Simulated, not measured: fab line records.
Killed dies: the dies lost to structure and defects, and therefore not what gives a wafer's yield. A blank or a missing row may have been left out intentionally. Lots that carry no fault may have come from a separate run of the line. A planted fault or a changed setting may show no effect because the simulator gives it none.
Matching of chambers + flow nand_harc + NHARC_A_SLIT_ETCH_24 on rie_diel-12: 4 sister chambers
The step etches the open film in CF4/CHF3, target depth 121 nm, time 60.5 s. 14 wafers are shown with their chamber, then 7 later ones without.

WAFERS PAIRED WITH THEIR CHAMBERS
| wafer  | chamber | showerhead_plenum_p_Torr (Torr) | rf_vpp_V (V) | oes_product_au (a.u.) |
|--------|---------|---------------------------------|--------------|-----------------------|
| L131.2 | 0       | 1.56                            | 371.7        | 0.963                 |
| L131.4 | 1       | 1.64                            | 373.6        | 0.966                 |
| L131.5 | 2       | 1.68                            | 374.3        | 0.953                 |
| L132.2 | 3       | 1.53                            | 370.1        | 0.951                 |
| L132.5 | 3       | 1.53                            | 369.3        | 0.961                 |
| L132.6 | 2       | 1.68                            | 374.3        | 0.948                 |
| L142.2 | 1       | 1.64                            | 373.1        | 0.973                 |
| L142.4 | 2       | 1.67                            | 372.0        | 0.964                 |
| L142.5 | 1       | 1.64                            | 373.7        | 0.970                 |
| L143.3 | 3       | 1.53                            | 368.9        | 0.961                 |
| L143.4 | 1       | 1.64                            | 373.9        | 0.970                 |
| L143.6 | 3       | 1.53                            | 368.7        | 0.962                 |
| L144.2 | 3       | 1.53                            | 370.7        | 0.960                 |
| L144.4 | 0       | 1.56                            | 368.1        | 0.975                 |

SIGNATURES (averages over the wafers above)
| reading                  | chamber 0 | chamber 1 | chamber 2 | chamber 3 | scatter within a chamber |
|--------------------------|-----------|-----------|-----------|-----------|--------------------------|
| showerhead_plenum_p_Torr | 1.5600    | 1.6400    | 1.6767    | 1.5300    | 0.00258                  |
| rf_vpp_V                 | 369.900   | 373.575   | 373.533   | 369.540   | 1.15                     |
| oes_product_au           | 0.96900   | 0.96975   | 0.95500   | 0.95900   | 0.00559                  |
Rule: a wafer lies at a distance from a chamber equal to the root of the sum of squares, over the readings, of (its reading less the chamber's mean, divided by the reading's scatter). If the next closest chamber is less than 2 further off than the closest, the wafer can't be placed; otherwise it belongs to the closest. How the scatter is found: for the shown wafers, subtract from each reading the mean of its chamber, square and add these, divide the total by (wafers less chambers), then take the root.

WAFERS WITH NO CHAMBER GIVEN
| wafer  | showerhead_plenum_p_Torr (Torr) | rf_vpp_V (V) | oes_product_au (a.u.) |
|--------|---------------------------------|--------------|-----------------------|
| L144.6 | 1.53                            | 368.9        | 0.971                 |
| L148.3 | 1.53                            | 368.2        | 0.947                 |
| L148.4 | 1.64                            | 373.1        | 0.961                 |
| L148.5 | 1.56                            | 370.3        | 0.959                 |
| L149.2 | 1.56                            | 370.7        | 0.945                 |
| L149.5 | 1.64                            | 372.7        | 0.954                 |
| L149.6 | 1.67                            | 374.1        | 0.979                 |

CHAMBER TAKEN BY EACH
| wafer  | from the rows above | in truth |
|--------|---------------------|----------|
| L144.6 | 3                   | 3        |
| L148.3 | 3                   | 3        |
| L148.4 | 1                   | 1        |
| L148.5 | 0                   | 0        |
| L149.2 | 0                   | 0        |
| L149.5 | 1                   | 1        |
| L149.6 | 2                   | 2        |
Correctly placed: 7 of 7. Can't be placed from these rows: 0. Wrongly placed: 0.
